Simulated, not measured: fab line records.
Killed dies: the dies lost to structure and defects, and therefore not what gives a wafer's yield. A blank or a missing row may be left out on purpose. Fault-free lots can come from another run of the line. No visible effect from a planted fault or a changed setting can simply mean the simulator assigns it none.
fab line records	flow n5_finfet
[record] lots = 8	wafers = 22	last_day = 18
route steps=1938 shown BEOL_M4@1111 BEOL_M6@1210 PASSIVATION@1936
lots that met no fault: taken from a fault-free run of the same line
start_h: the number of hours between the record's first day and the start of the first shown wafer of the lot	wait_h: hours since the lot's step before	" repeats the value in the row above	L1.1+2: a single row standing in for several wafers	- either no value or no given start	* or withheld: withheld	< > ~ a bound
route shown NAME@n: names a module that has steps shown in the file, with the first one's number in the route	usual: average and standard deviation across the fault-free wafers	same: alike in all rows	chamber/n: place in a boat	sites: per-site readings	_std_site: the standard deviation of these	_edge_site: mean of outer sites minus mean of inner sites	radius_mm: for every site, how far away it sits from the centre of the wafer	mask NAME#n: copy n	behind: the most recent tool/chamber to have shaped the wafer	hold: the reason the lot was held/the length of the hold in hours/how it ended	device: the n, p or np transistor that did not switch	end of line: the tests these same wafers got at the end of their route	a step with no rows: only its recipe	killed: not the wafer's yield, but the dies lost to structure and defects at the first sort	map: the dies of a wafer, with x for killed, . for not killed, _ for no die there
set.NAME: the setting that was run; set.NAME@STEP: the one run at that earlier step	model.NAME: the simulator's own value behind a step, which no gauge read
one table for each step of the route and one row for each wafer, over a sample of lots
services: the hour from which a tool's chamber was out of use, counted from the record's first day as start_h (under 0 if before that day), plus the number of hours and why
[[steps]]
[step N5_BEOL_M4_RC_MEAS_101]
[usual] DIBL_N = 36.2/1.5	DIBL_P = 36.4/2.1	IOFF_N = 0.16/0.031	IOFF_P = 0.21/0.037	ION_N = 679/11	ION_P = 465/7.7	SS_N = 71.4/0.55	SS_P = 73.2/0.63	VT_N = 249/3.3	VT_P = -250/3.4
lot.wafer	tool	chamber	start_h	wait_h	DIBL_N[mV/V]	DIBL_P[mV/V]	IOFF_N[nA/um]	IOFF_P[nA/um]	ION_N[uA/um]	ION_P[uA/um]	SS_N[mV/dec]	SS_P[mV/dec]	VT_N[mV]	VT_P[mV]
L909.1	prober-01	0	176.20	0.0	34.9	32.6	0.12	0.14	657	449	71.3	72.2	255	-257
L909.4	"	0	"	"	33.9	32.0	0.12	0.14	679	461	71.2	71.5	252	-254
L909.5	"	0	"	"	35.2	33.4	0.12	0.16	667	458	72.2	72.7	252	-254
L919.2	prober-02	0	247.24	0.2	38.8	39.5	0.22	0.29	700	477	72.2	73.8	244	-246
L919.3	"	0	"	"	34.0	34.5	0.14	0.21	680	470	70.5	72.9	250	-247
L919.6	"	0	"	"	37.5	38.3	0.20	0.27	692	481	72.0	73.9	248	-247
L920.1	prober-01	0	253.47	0.0	38.1	37.1	0.21	0.23	688	457	72.2	73.6	243	-248
L920.3	"	0	"	"	36.2	34.5	0.17	0.20	685	465	71.8	73.4	244	-252
L920.4	"	0	"	"	38.5	36.3	0.20	0.22	688	464	71.9	73.7	248	-250
L921.3	prober-01	0	254.81	0.3	37.4	36.0	0.17	0.22	666	461	72.2	73.8	253	-248
L921.4	"	0	"	"	35.4	35.0	0.14	0.20	672	463	71.1	73.4	254	-253
L921.6	"	0	"	"	37.1	36.2	0.16	0.22	683	470	72.7	73.7	253	-249
L927.1	prober-01	0	285.12	0.0	35.5	35.1	0.15	0.22	683	473	71.0	74.0	248	-249
L927.6	"	0	"	"	35.4	33.6	0.14	0.20	669	465	71.5	72.4	253	-250
L928.2	prober-01	0	308.08	0.2	33.8	33.1	0.12	0.17	663	462	70.7	72.3	251	-253
L928.3	"	0	"	"	36.4	36.4	0.17	0.22	692	474	71.4	73.4	245	-247
L929.1	prober-01	0	315.45	0.0	38.0	39.9	0.19	0.26	672	464	71.5	73.8	249	-245
L929.4	"	0	"	"	35.9	36.3	0.15	0.20	660	453	71.2	73.0	252	-250
L929.5	"	0	"	"	34.6	34.2	0.13	0.17	675	457	71.2	72.9	250	-249
L930.3	prober-02	0	316.51	0.5	35.0	35.3	0.16	0.21	693	463	70.4	73.5	248	-250
L930.4	"	0	"	"	36.9	36.5	0.17	0.21	682	467	72.3	74.0	251	-249
L930.5	"	0	"	"	37.2	36.8	0.19	0.22	680	465	71.8	74.4	248	-250
[step N5_BEOL_M6_DESCUM_16]
[recipe] chemistry = O2	time_s = 7.9	source_power_w = 50	bias_power_w = 20	pressure_mtorr = 20	rf_frequency_hz = 2.712e+07	temp_c = 40	resist = CAR-ArF	o2_flow_sccm = 225
[usual] drypump_motor_current_A = 5.5/0.31	oes_product_au = 0.81/0.092	rf_vpp_V = 242.7/1.3	showerhead_plenum_p_Torr = 2.07/0.061	throttle_valve_pct = 20.46/0.3
lot.wafer	tool	chamber	start_h	wait_h	drypump_motor_current_A	oes_product_au	rf_hours_counter_h	rf_vpp_V	showerhead_plenum_p_Torr	throttle_valve_pct
L909.1	rie_diel-01	2	191.70	0.0	6.0	0.84	86	244.6	2.13	20.74
L909.4	"	1	"	"	5.1	0.83	80	244.1	2.12	20.39
L909.5	"	3	"	"	5.4	0.73	-	243.3	2.08	20.08
L919.2	rie_diel-02	0	264.05	0.0	5.4	0.67	227	240.8	1.99	20.56
L919.3	"	1	"	"	4.9	0.92	23	242.2	2.04	20.10
L919.6	"	0	"	"	5.4	0.68	-	240.9	1.99	20.56
L921.3	rie_diel-01	0	270.89	0.0	5.4	0.89	31	242.9	2.07	20.41
L921.4	"	2	"	"	5.9	0.81	110	243.3	2.12	20.78
L921.6	"	0	"	"	5.5	0.89	-	242.5	2.07	20.40
L920.1	rie_diel-03	2	271.65	0.0	5.6	0.72	218	240.1	1.88	20.53
L920.3	"	0	"	"	5.6	0.75	125	245.4	2.19	20.86
L920.4	"	1	"	"	5.7	0.73	159	241.8	1.99	20.57
L927.1	rie_diel-02	2	304.56	0.6	5.8	0.86	45	244.6	2.13	20.21
L927.6	"	1	"	"	4.9	0.90	-	241.3	2.04	20.12
L928.2	rie_diel-01	0	325.88	0.3	5.4	0.86	52	241.7	2.06	20.42
L928.3	"	3	"	"	5.4	0.69	228	242.5	2.07	20.14
L929.1	rie_diel-01	1	331.79	0.1	5.1	0.78	127	243.5	2.10	20.44
L929.4	"	0	"	"	5.5	0.87	54	241.5	2.06	20.42
L929.5	"	2	"	"	5.9	0.79	-	243.2	2.11	20.81
L930.3	rie_diel-02	2	335.94	0.0	5.8	0.84	61	245.1	2.12	20.21
L930.4	"	2	"	"	5.8	0.84	-	244.0	2.12	20.22
L930.5	"	3	"	"	5.4	0.71	-	241.5	2.01	21.05
[step N5_BEOL_M6_STRIP_67]
[recipe] chemistry = CF4	resist = SiARC	power_w = 300	bias_power_w = 75	pressure_mtorr = 50	cf4_flow_sccm = 150	rf_frequency_hz = 6e+07
[usual] bias_power_w = 74.99/0.22	cf4_flow_sccm = 149.9/0.43	drypump_motor_current_A = 5.5/0.31	oes_product_au = 0.80/0.089	rf_vpp_V = 270.6/1.4	showerhead_plenum_p_Torr = 1.77/0.049	throttle_valve_pct = 13.56/0.26
lot.wafer	tool	chamber	start_h	wait_h	bias_power_w	cf4_flow_sccm	drypump_motor_current_A	oes_product_au	rf_hours_counter_h	rf_vpp_V	showerhead_plenum_p_Torr	throttle_valve_pct
L909.1	rie_diel-01	2	191.93	0.0	74.96	149.1	5.9	0.82	86	271.2	1.81	13.75
L909.4	"	1	"	"	75.23	150.6	5.1	0.83	80	272.6	1.81	13.47
L909.5	"	3	"	"	74.76	150.1	5.4	0.73	-	270.7	1.78	13.28
L919.2	rie_diel-02	0	264.29	0.0	-	-	-	-	-	-	-	-
L919.3	"	1	"	"	-	-	-	-	-	-	-	-
L919.6	"	0	"	"	-	-	-	-	-	-	-	-
L921.3	rie_diel-01	0	271.13	0.0	-	-	-	-	-	-	-	-
L921.4	"	2	"	"	-	-	-	-	-	-	-	-
L921.6	"	0	"	"	-	-	-	-	-	-	-	-
L920.1	rie_diel-03	2	271.89	0.0	-	-	-	-	-	-	-	-
L920.3	"	0	"	"	-	-	-	-	-	-	-	-
L920.4	"	1	"	"	-	-	-	-	-	-	-	-
L927.1	rie_diel-02	2	304.80	0.0	75.05	149.4	5.8	0.85	45	273.1	1.82	13.32
L927.6	"	1	"	"	74.69	149.5	4.9	0.90	-	271.9	1.77	13.36
L928.2	rie_diel-01	0	326.12	0.0	75.10	149.8	5.4	0.86	52	268.6	1.74	13.28
L928.3	"	3	"	"	74.96	150.2	5.4	0.69	228	271.4	1.76	13.39
L929.1	rie_diel-01	1	332.03	0.0	75.18	149.5	5.1	0.78	127	272.1	1.80	13.58
L929.4	"	0	"	"	75.29	150.0	5.5	0.85	54	271.0	1.74	13.28
L929.5	"	2	"	"	74.83	150.8	6.0	0.77	-	271.0	1.80	13.90
L930.3	rie_diel-02	2	336.18	0.0	74.85	149.6	5.8	0.84	61	271.7	1.82	13.35
L930.4	"	2	"	"	74.86	150.3	5.8	0.84	-	272.8	1.82	13.35
L930.5	"	3	"	"	75.15	149.7	5.4	0.71	-	267.8	1.70	13.99
[step N5_BEOL_M6_STRIP_19]
[recipe] chemistry = O2	power_w = 400	temp_c = 40	pressure_mtorr = 30	rf_frequency_hz = 6e+07	bias_power_w = 0	overash_fraction = 0.2	o2_flow_sccm = 225
[usual] chamber_pressure_mTorr = 30.00/0.041	drypump_motor_current_A = 5.52/0.25	oes_product_au = 0.79/0.083	rf_vpp_V = 3.6/0.59	showerhead_plenum_p_Torr = 2.06/0.082	throttle_valve_pct = 16.75/0.28
[same] bias_power_w = 0
lot.wafer	tool	chamber	start_h	wait_h	chamber_pressure_mTorr	drypump_motor_current_A	oes_product_au	rf_hours_counter_h	rf_vpp_V	showerhead_plenum_p_Torr	throttle_valve_pct
L909.1	rie_diel-03	2	192.08	0.1	29.97	5.59	0.73	189	4.2	1.89	16.78
L909.4	"	1	"	"	30.02	5.68	0.75	132	4.4	2.01	16.76
L909.5	"	2	"	"	30.04	5.57	0.74	-	2.8	1.89	16.78
L919.2	rie_diel-02	3	264.44	0.1	29.99	5.39	0.73	186	3.9	2.03	17.21
L919.3	"	1	"	"	29.97	4.90	0.92	24	4.8	2.05	16.35
L919.6	"	2	"	"	29.97	5.80	0.89	-	3.0	2.14	16.39
L921.3	rie_diel-02	1	271.28	0.1	30.05	4.91	0.91	26	2.7	2.05	16.32
L921.4	"	3	"	"	30.04	5.36	0.73	188	3.4	2.03	17.20
L921.6	"	3	"	"	30.01	5.38	0.72	-	2.0	2.03	17.20
L920.1	rie_diel-01	1	272.04	0.1	30.01	5.11	0.80	106	3.4	2.11	16.62
L920.3	"	0	"	"	30.08	5.45	0.90	32	2.4	2.07	16.53
L920.4	"	2	"	"	29.99	5.95	0.81	110	4.1	2.13	17.01
L927.1	rie_diel-01	3	305.05	0.2	29.98	5.41	0.70	218	4.2	2.08	16.46
L927.6	"	2	"	"	30.04	5.95	0.80	-	2.5	2.12	17.02
L928.2	rie_diel-03	3	326.42	0.2	30.01	5.76	0.82	79	3.5	2.06	16.76
L928.3	"	1	"	"	30.00	5.71	0.72	177	3.6	1.99	16.84
L929.1	rie_diel-03	2	332.18	0.1	30.00	5.56	0.70	237	3.4	1.88	16.86
L929.4	"	0	"	"	29.98	5.57	0.74	145	3.8	2.19	17.10
L929.5	"	0	"	"	30.02	5.58	0.74	-	3.5	2.19	17.10
L930.3	rie_diel-02	3	336.33	0.1	30.32	5.38	0.70	216	2.8	2.02	17.22
L930.4	"	2	"	"	29.98	5.79	0.83	-	3.0	2.12	16.44
L930.5	"	1	"	"	30.03	4.91	0.89	-	3.4	2.04	16.39
[step N5_BEOL_M6_CD_MEAS_18]
[recipe] pitch_nm = 80	target_cd_nm = 40
[usual] cd_nm = 39.9/0.67
lot.wafer	tool	chamber	start_h	wait_h	cd_nm
L909.1	cd_sem-01	-	192.15	0.0	39.2
L909.4	"	-	"	"	39.8
L909.5	"	-	"	"	39.8
L919.2	cd_sem-02	-	264.51	0.1	39.5
L919.3	"	-	"	"	40.8
L919.6	"	-	"	"	39.8
L921.3	cd_sem-02	-	271.35	0.1	39.2
L921.4	"	-	"	"	40.6
L921.6	"	-	"	"	39.8
L920.1	cd_sem-01	-	272.11	0.0	39.6
L920.3	"	-	"	"	40.2
L920.4	"	-	"	"	39.3
L927.1	cd_sem-01	-	305.12	0.0	40.8
L927.6	"	-	"	"	40.5
L928.2	cd_sem-02	-	326.49	0.1	39.5
L928.3	"	-	"	"	40.2
L929.1	cd_sem-01	-	332.25	0.0	40.0
L929.4	"	-	"	"	40.0
L929.5	"	-	"	"	40.2
L930.3	cd_sem-01	-	336.41	0.1	40.4
L930.4	"	-	"	"	40.4
L930.5	"	-	"	"	39.7
[step N5_BEOL_M6_ETCH_66]
[recipe] chemistry = N2/H2	target = SOC	target_depth_a = 800	overetch_a = 160	mask_material = SiARC	temp_c = 40	time_s = 120	ion_energy_ev = 200	pressure_mtorr = 30	source_w = 840	bias_w = 150	n2_flow_sccm = 200	h2_flow_sccm = 200
[usual] drypump_motor_current_A = 5.51/0.27	oes_product_au = 0.61/0.059	rf_vpp_V = 522.8/2.6	showerhead_plenum_p_Torr = 2.50/0.091	throttle_valve_pct = 17.82/0.26
lot.wafer	tool	chamber	start_h	wait_h	drypump_motor_current_A	oes_product_au	rf_hours_counter_h	rf_vpp_V	showerhead_plenum_p_Torr	throttle_valve_pct
L909.1	rie_diel-01	0	193.30	0.0	5.47	0.74	4	522.7	2.50	17.50
L909.4	"	2	"	"	5.92	0.63	86	526.0	2.57	18.02
L909.5	"	1	"	"	5.12	0.64	-	526.1	2.57	17.86
L919.2	rie_diel-01	1	265.04	0.0	5.12	0.83	104	525.1	2.56	17.94
L919.3	"	0	"	"	5.48	0.91	30	522.4	2.49	17.58
L919.6	"	3	"	"	5.40	0.72	-	522.7	2.54	17.65
L921.3	rie_diel-02	2	271.86	0.0	5.82	0.87	34	526.0	2.58	17.60
L921.4	"	0	"	"	5.43	0.68	229	520.7	2.41	17.98
L921.6	"	3	"	"	5.39	0.72	-	518.9	2.42	18.28
L920.1	rie_diel-02	2	274.53	0.0	5.79	0.86	35	526.0	2.58	17.59
L920.3	"	0	"	"	5.49	0.68	229	519.8	2.41	17.96
L920.4	"	1	"	"	4.91	0.94	26	522.5	2.48	17.45
L927.1	rie_diel-01	1	306.56	0.0	5.12	0.60	117	523.8	2.55	17.93
L927.6	"	0	"	"	5.48	0.67	-	523.9	2.48	17.56
L928.2	rie_diel-01	3	327.19	0.0	5.44	0.53	228	522.1	2.53	17.66
L928.3	"	0	"	"	5.50	0.66	52	521.1	2.48	17.57
L929.1	rie_diel-01	3	334.63	0.0	5.46	0.53	231	523.4	2.52	17.68
L929.4	"	0	"	"	5.44	0.66	54	523.9	2.47	17.58
L929.5	"	0	"	"	5.46	0.66	-	521.0	2.47	17.57
L930.3	rie_diel-02	3	336.98	0.0	5.38	0.54	216	520.4	2.41	18.31
L930.4	"	1	"	"	4.93	0.68	-	522.1	2.47	17.46
L930.5	"	3	"	"	5.40	0.55	-	521.2	2.41	18.31
[step N5_BEOL_M6_OCD_MEAS_38]
[usual] trench_depth_nm = 95.6/1.8
lot.wafer	tool	chamber	start_h	wait_h	trench_depth_nm
L909.1	ocd-01	-	193.64	-	96.5
L909.4	"	-	"	"	96.2
L909.5	"	-	"	"	95.5
L919.2	ocd-02	-	265.38	-	-
L919.3	"	-	"	"	-
L919.6	"	-	"	"	-
L921.3	ocd-02	-	272.21	-	-
L921.4	"	-	"	"	-
L921.6	"	-	"	"	-
L920.1	ocd-02	-	274.88	-	-
L920.3	"	-	"	"	-
L920.4	"	-	"	"	-
L927.1	ocd-01	-	306.91	-	97.2
L927.6	"	-	"	"	97.3
L928.2	ocd-01	-	327.53	-	95.3
L928.3	"	-	"	"	98.3
L929.1	ocd-01	-	334.98	-	94.6
L929.4	"	-	"	"	98.2
L929.5	"	-	"	"	98.6
L930.3	ocd-01	-	337.33	-	91.0
L930.4	"	-	"	"	96.7
L930.5	"	-	"	"	91.4
[step N5_PASSIVATION_PROBE_49]
[usual] defect_limited_yield = 91.3/1.3	killed_at_M0_to_M3 = 36/12	killed_at_M4_up = 13/4.6	killed_at_contacts = 13/5.4	killed_at_front_end = 37/10	killed_at_other = 3.6/2.9	killed_dies = 102/15	killed_on_rim = 13/4	killed_open = 67/12	killed_short = 33/7.5	sort_bin_5_function = 5.1/0.93	sort_bin_6_memory = 3.2/0.62	sort_n_pass = 1078/15	sort_yield_pct = 91.3/1.3
[same] gross_dies = 1180	killed_at_back_side = 0	sort_bin_4_leakage[%] = 0	sort_bin_8_speed[%] = 0
lot.wafer	tool	chamber	start_h	wait_h	defect_limited_yield[%]	killed_at_M0_to_M3	killed_at_M4_up	killed_at_contacts	killed_at_front_end	killed_at_other	killed_dies	killed_on_rim	killed_open	killed_short	sort_bin_5_function[%]	sort_bin_6_memory[%]	sort_n_pass	sort_yield_pct[%]
L909.1	prober-02	-	278.08	0.0	88.8	47	8	27	49	1	132	14	90	41	7.2	3.6	1048	88.8
L909.4	prober-02	-	278.23	0.2	93.1	22	8	16	33	3	82	8	61	20	3.8	3.0	1098	93.1
L909.5	prober-02	-	278.28	0.2	93.8	27	9	10	26	1	73	8	51	22	3.5	2.5	1107	93.8
L919.2	prober-02	-	354.45	0.1	0	18	1102	12	48	0	1180	152	59	31	96.1	3.5	0	0
L919.3	prober-02	-	354.50	0.1	0	22	1117	10	30	1	1180	152	57	26	97.5	2.2	0	0
L919.6	prober-02	-	354.65	0.3	0	39	1082	19	38	2	1180	152	83	33	96.2	3.6	0	0
L921.3	prober-01	-	356.23	0.1	0	53	1090	8	29	0	1180	152	58	35	96.9	2.6	0	0
L921.4	prober-01	-	356.28	0.2	0	48	1082	19	30	1	1180	152	73	33	96.2	3.4	0	0
L921.6	prober-01	-	356.38	0.3	0	59	1090	7	23	1	1180	152	57	43	97.0	2.5	0	0
L920.1	prober-02	-	360.45	0.0	0	49	1081	15	34	1	1180	152	67	39	96.8	3.0	0	0
L920.3	prober-02	-	360.55	0.1	0	38	1087	9	38	8	1180	152	62	40	96.6	3.2	0	0
L920.4	prober-02	-	360.60	0.2	0	30	1098	14	32	6	1180	152	73	36	95.5	4.1	0	0
L927.1	prober-01	-	400.22	0.0	89.0	53	11	22	42	2	130	17	91	38	7.3	3.4	1050	89.0
L927.6	prober-01	-	400.47	0.3	91.7	32	15	13	35	3	98	12	64	33	4.7	3.3	1082	91.7
L928.2	prober-01	-	414.15	0.1	90.7	42	12	25	28	3	110	9	79	31	5.3	3.5	1070	90.7
L928.3	prober-01	-	414.20	0.1	93.3	9	8	14	46	2	79	12	50	26	3.8	2.4	1101	93.3
L929.1	prober-01	-	424.10	0.0	88.2	75	8	10	43	3	139	24	100	39	7.8	3.5	1041	88.2
L929.4	prober-01	-	424.25	0.2	90.0	56	9	10	41	2	118	12	70	48	6.1	3.4	1062	90.0
L929.5	prober-01	-	424.30	0.2	91.4	42	7	16	34	3	102	10	72	28	4.9	3.5	1078	91.4
L930.3	prober-02	-	424.40	0.1	91.7	34	14	18	26	6	98	16	68	25	4.3	3.3	1082	91.7
L930.4	prober-02	-	424.45	0.2	89.2	48	12	19	43	5	127	26	79	41	6.4	3.3	1053	89.2
L930.5	prober-02	-	424.50	0.2	89.7	52	13	12	42	3	122	11	81	41	5.7	4.6	1058	89.7
// killed by level:class
L909.1 MOL_CONTACT_COAG:geometric_particle:open=20 BEOL_M0_SAQP:geometric_particle:short=14 BEOL_M0_SAQP:geometric_particle:open=12 STI_FIN_REVEAL:geometric_particle:open=10 FIN_SAQP:geometric_particle:open=9 BEOL_M2:geometric_particle:open=8 MOL_CONTACT_COAG:geometric_particle:short=7 GATE_CUT:geometric_particle:short=6
L909.4 MOL_CONTACT_COAG:geometric_particle:open=15 BEOL_M0_SAQP:geometric_particle:open=8 STI_FIN_REVEAL:geometric_particle:open=6 DUMMY_GATE:geometric_particle:open=5 STARTING-WAFER:geometric_particle:short=5 FIN_SAQP:geometric_particle:open=4 BEOL_M0_SAQP:geometric_particle:short=4 BEOL_M2:geometric_particle:open=4
L909.5 STI_FIN_REVEAL:geometric_particle:open=13 BEOL_M2:geometric_particle:open=9 MOL_CONTACT_COAG:geometric_particle:open=8 BEOL_M0_SAQP:geometric_particle:open=5 BEOL_M0_SAQP:geometric_particle:short=4 BEOL_M3:geometric_particle:open=4 GATE_CUT:geometric_particle:short=3 BEOL_M0:geometric_particle:short=3
L919.2 BEOL_M6:area_etch=1090 FIN_SAQP:geometric_particle:short=12 STI_FIN_REVEAL:geometric_particle:open=11 MOL_CONTACT_COAG:geometric_particle:open=9 BEOL_M1:geometric_particle:open=8 BEOL_M4:geometric_particle:open=7 GATE_CUT:geometric_particle:short=6 BEOL_M2:geometric_particle:open=6
L919.3 BEOL_M6:area_etch=1097 BEOL_M4:geometric_particle:open=14 STI_FIN_REVEAL:geometric_particle:open=8 MOL_CONTACT_COAG:geometric_particle:open=7 BEOL_M1:geometric_particle:open=7 FIN_SAQP:geometric_particle:short=6 FIN_SAQP:geometric_particle:open=5 BEOL_M0_SAQP:geometric_particle:open=4
L919.6 BEOL_M6:area_etch=1063 MOL_CONTACT_COAG:geometric_particle:open=16 BEOL_M1:geometric_particle:open=16 BEOL_M4:geometric_particle:open=11 FIN_SAQP:geometric_particle:open=8 FIN_SAQP:geometric_particle:short=8 BEOL_M0:geometric_particle:open=6 GATE_CUT:geometric_particle:short=4
L921.3 BEOL_M6:area_etch=1087 BEOL_M3:geometric_particle:open=13 BEOL_M2:geometric_particle:open=9 BEOL_M1:geometric_particle:short=9 BEOL_M0_SAQP:geometric_particle:short=8 FIN_SAQP:geometric_particle:short=7 BEOL_M1:geometric_particle:open=7 FIN_SAQP:geometric_particle:open=6
L921.4 BEOL_M6:area_etch=1073 MOL_CONTACT_COAG:geometric_particle:open=15 BEOL_M2:geometric_particle:open=15 BEOL_M3:geometric_particle:open=11 BEOL_M0_SAQP:geometric_particle:short=9 FIN_SAQP:geometric_particle:short=8 BEOL_M0_SAQP:geometric_particle:open=8 FIN_SAQP:geometric_particle:open=5
L921.6 BEOL_M6:area_etch=1080 BEOL_M0_SAQP:geometric_particle:short=17 BEOL_M2:geometric_particle:open=12 FIN_SAQP:geometric_particle:short=11 BEOL_M0_SAQP:geometric_particle:open=9 MOL_CONTACT_COAG:geometric_particle:open=7 FIN_SAQP:geometric_particle:open=5 BEOL_M1:geometric_particle:open=5
L920.1 BEOL_M6:area_etch=1073 BEOL_M0_SAQP:geometric_particle:short=14 STI_FIN_REVEAL:geometric_particle:open=13 MOL_CONTACT_COAG:geometric_particle:open=10 BEOL_M0_SAQP:geometric_particle:open=10 BEOL_M1:geometric_particle:open=9 BEOL_M3:geometric_particle:open=7 MOL_CONTACT_COAG:geometric_particle:short=5
L920.3 BEOL_M6:area_etch=1078 BEOL_M3:geometric_particle:open=11 BEOL_M0_SAQP:geometric_particle:short=9 FIN_SAQP:geometric_particle:short=7 MOL_CONTACT_COAG:geometric_particle:open=7 BEOL_M3:geometric_particle:short=6 STI_FIN_REVEAL:geometric_particle:open=6 DUMMY_GATE:geometric_particle:open=6
L920.4 BEOL_M6:area_etch=1071 BEOL_M4:geometric_particle:open=17 FIN_SAQP:geometric_particle:open=11 MOL_CONTACT_COAG:geometric_particle:open=8 BEOL_M0_SAQP:geometric_particle:short=8 FIN_SAQP:geometric_particle:short=6 MOL_CONTACT_COAG:geometric_particle:short=6 BEOL_M0_SAQP:geometric_particle:open=6
L927.1 MOL_CONTACT_COAG:geometric_particle:open=17 BEOL_M0_SAQP:geometric_particle:open=15 BEOL_M0_SAQP:geometric_particle:short=10 BEOL_M2:geometric_particle:open=8 STI_FIN_REVEAL:geometric_particle:open=7 BEOL_M3:geometric_particle:open=7 ILD0:geometric_particle:short=6 BEOL_M0:geometric_particle:open=5
L927.6 MOL_CONTACT_COAG:geometric_particle:open=11 BEOL_M0_SAQP:geometric_particle:open=8 GATE_CUT:geometric_particle:short=6 BEOL_M0_SAQP:geometric_particle:short=5 BEOL_M1:geometric_particle:open=5 BEOL_M3:geometric_particle:open=5 STARTING-WAFER:geometric_particle:open=5 DUMMY_GATE:geometric_particle:short=4
L928.2 MOL_CONTACT_COAG:geometric_particle:open=20 BEOL_M2:geometric_particle:open=12 BEOL_M0_SAQP:geometric_particle:open=12 FIN_SAQP:geometric_particle:open=7 BEOL_M3:geometric_particle:open=7 FIN_SAQP:geometric_particle:short=6 MOL_CONTACT_COAG:geometric_particle:short=5 BEOL_M0_SAQP:geometric_particle:short=5
L928.3 FIN_SAQP:geometric_particle:short=12 FIN_SAQP:geometric_particle:open=12 MOL_CONTACT_COAG:geometric_particle:open=8 STI_FIN_REVEAL:geometric_particle:open=7 MOL_CONTACT_COAG:geometric_particle:short=6 BEOL_M3:geometric_particle:open=5 STARTING-WAFER:geometric_particle:open=4 BEOL_M4:geometric_particle:open=3
L929.1 BEOL_M3:geometric_particle:open=18 BEOL_M0_SAQP:geometric_particle:short=13 BEOL_M2:geometric_particle:open=13 BEOL_M0_SAQP:geometric_particle:open=12 FIN_SAQP:geometric_particle:open=11 MOL_CONTACT_COAG:geometric_particle:open=9 GATE_CUT:geometric_particle:open=9 BEOL_M1:geometric_particle:open=8
L929.4 BEOL_M2:geometric_particle:open=15 BEOL_M0_SAQP:geometric_particle:short=11 BEOL_M3:geometric_particle:open=11 FIN_SAQP:geometric_particle:open=9 MOL_CONTACT_COAG:geometric_particle:open=7 GATE_CUT:geometric_particle:short=6 BEOL_M0_SAQP:geometric_particle:open=6 BEOL_M2:geometric_particle:short=6
L929.5 MOL_CONTACT_COAG:geometric_particle:open=15 FIN_SAQP:geometric_particle:open=9 BEOL_M2:geometric_particle:open=8 BEOL_M3:geometric_particle:open=8 FIN_SAQP:geometric_particle:short=7 BEOL_M0_SAQP:geometric_particle:open=7 GATE_CUT:geometric_particle:short=5 BEOL_M0_SAQP:geometric_particle:short=5
L930.3 MOL_CONTACT_COAG:geometric_particle:open=14 BEOL_M0_SAQP:geometric_particle:short=13 BEOL_M0_SAQP:geometric_particle:open=12 FIN_SAQP:geometric_particle:open=7 BEOL_M4:geometric_particle:open=7 HKMG_FIN:area_etch=5 STI_FIN_REVEAL:geometric_particle:open=4 MOL_CONTACT_COAG:geometric_particle:short=4
L930.4 MOL_CONTACT_COAG:geometric_particle:open=18 BEOL_M0_SAQP:geometric_particle:short=14 STI_FIN_REVEAL:geometric_particle:open=13 BEOL_M1:geometric_particle:open=8 HKMG_FIN:area_etch=7 BEOL_M0_SAQP:geometric_particle:open=6 FIN_SAQP:geometric_particle:open=5 BEOL_M3:geometric_particle:open=5
L930.5 STI_FIN_REVEAL:geometric_particle:open=17 BEOL_M0_SAQP:geometric_particle:short=13 BEOL_M0_SAQP:geometric_particle:open=11 MOL_CONTACT_COAG:geometric_particle:open=11 BEOL_M2:geometric_particle:open=6 BEOL_M3:geometric_particle:open=6 FIN_SAQP:geometric_particle:short=5 STI_FIN_REVEAL:geometric_particle:short=5
[[services]]
tool	chamber	start_h	hours	kind
rie_diel-02	1	168.17	-	clean
rie_diel-02	1	168.17	-	consumable_replace:focus_ring
rie_diel-02	1	168.17	20.1	scheduled_down
rie_diel-02	1	168.17	20.1	vent_cycle
rie_diel-03	3	201.09	8.5	repair
rie_diel-01	1	205.35	2.7	repair
rie_diel-01	3	237.65	3.0	repair
rie_diel-01	2	253.64	4.9	repair
rie_diel-02	0	323.54	-	clean
rie_diel-02	0	323.54	-	consumable_replace:focus_ring
rie_diel-02	0	323.54	-	consumable_replace:showerhead
rie_diel-02	0	323.54	27.2	scheduled_down
rie_diel-02	0	323.54	27.2	vent_cycle
[[key]]
[first_sign] step = N5_BEOL_M6_STRIP_67	reading = tool_record	direction = missing
[effect] step = N5_BEOL_M6_ETCH_66	reading = oes_product_au	direction = up	sigmas = 3.2	usual = 0.61	struck = 0.80
[effect] step = N5_BEOL_M6_OCD_MEAS_38	reading = trench_depth_nm	direction = missing
[effect] step = N5_PASSIVATION_PROBE_49	reading = killed_at_M4_up	direction = up	sigmas = 99+	usual = 13	struck = 1092
[more_kills_born_at] N5_BEOL_M6_ETCH_66@rie_diel-02 = 6462	N5_BEOL_M6_ETCH_66@rie_diel-01 = 3250
met_at N5_BEOL_M6_STRIP_67
struck_lots L919,L920,L921
later_rows_left_out L919.2,L919.3,L919.6,L920.1,L920.3,L920.4,L921.3,L921.4,L921.6
not_acting_at N5_BEOL_M6_DESCUM_16,N5_BEOL_M6_STRIP_19,N5_BEOL_M6_CD_MEAS_18
onset_between 191.93 264.29
[fault] kind = skipped_step_whole	tool = rie_diel-01,rie_diel-02,rie_diel-03	chamber = -	onset_h = 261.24	steps = N5_BEOL_M6_STRIP_67	scope = struck_lots_only
// later_rows_left_out: the simulator's readings of these wafers behind a module that went badly wrong aren't trusted and aren't shown, but for the sort
